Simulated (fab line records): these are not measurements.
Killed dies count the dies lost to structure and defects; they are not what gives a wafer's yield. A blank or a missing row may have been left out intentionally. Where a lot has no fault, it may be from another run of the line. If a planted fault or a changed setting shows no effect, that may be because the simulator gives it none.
The tool behind it: which one? | flow nand_harc | route of 1159 steps, sampled at 1 step: 11 lots, 33 wafers

## WHAT THE GAUGES READ, wafer by wafer
NHARC_A_CONTACT_OVL_MEAS_43. Usual: overlay_x_nm -0.1 nm, standard deviation 0.82; overlay_y_nm 0.2 nm, standard deviation 0.8.
lot  | measured     | on         | overlay_x_nm (nm) | overlay_y_nm (nm) | flag
L700 | day 16 06:31 | overlay-01 | -0.2 -0.2 -0.3    | 1.2 1.7 1.4       |
L699 | day 16 10:38 | overlay-02 | 1.1 1.0 1.4       | 0.4 0.6 0.9       |
L701 | day 16 16:44 | overlay-01 | -0.2 0.4 0.2      | 0.5 1.2 0.9       |
L702 | day 16 17:31 | overlay-01 | 0.1 0.0 0.3       | 0.7 1.0 1.2       |
L703 | day 17 19:30 | overlay-01 | 0.1 0.2 0.3       | 0.0 -0.3 -0.6     |
L714 | day 19 21:02 | overlay-02 | 0.1 -0.1 -0.5     | 0.4 0.2 0.5       |
L715 | day 20 15:12 | overlay-01 | -0.3 -0.4 -0.1    | 0.1 -0.3 0.0      |
L718 | day 20 16:02 | overlay-02 | 1.1 1.2 1.1       | -0.1 -0.5 -0.7    |
L716 | day 20 21:41 | overlay-02 | 0.4 0.1 0.6       | -0.5 0.0 0.1      |
L719 | day 21 12:41 | overlay-02 | 0.3 0.7 0.5       | -1.3 -1.3 -0.9    |
L717 | day 21 15:22 | overlay-02 | -1.4 -0.6 -0.6    | 0.1 0.9 -0.2      |

## WHAT TOOL EACH LOT RAN ON (gives the tool, then ch and the chambers of the sampled wafers, and finally the start)
Record: no process step prior to these readings.

## WHAT THE TOOLS THEMSELVES READ (means of the sampled wafers that have a number; where no wafer has one, the mark that the record gives instead)
The record holds no such reading with a usual standard deviation.

## THE ANSWER, worked out from the rows above alone
Rule: take the mean of a lot's wafers that have a number; if it is more than 3 standard deviations from the usual mean, the lot is off. A lot without any number at a reading at which 4 lots or more have one is off too. All remaining lots with rows at the step are treated as sound. The gauges are gone through in route order, then the tools' own readings, and for those a lot's mean is taken as printed above. The first step at which some lot is off is used, and at that step the reading that is off furthest; a lot without a number counts as furthest.
No lot is off at any reading shown: from this, nothing can be told.

## WHAT THE SIMULATOR HAD PUT IN
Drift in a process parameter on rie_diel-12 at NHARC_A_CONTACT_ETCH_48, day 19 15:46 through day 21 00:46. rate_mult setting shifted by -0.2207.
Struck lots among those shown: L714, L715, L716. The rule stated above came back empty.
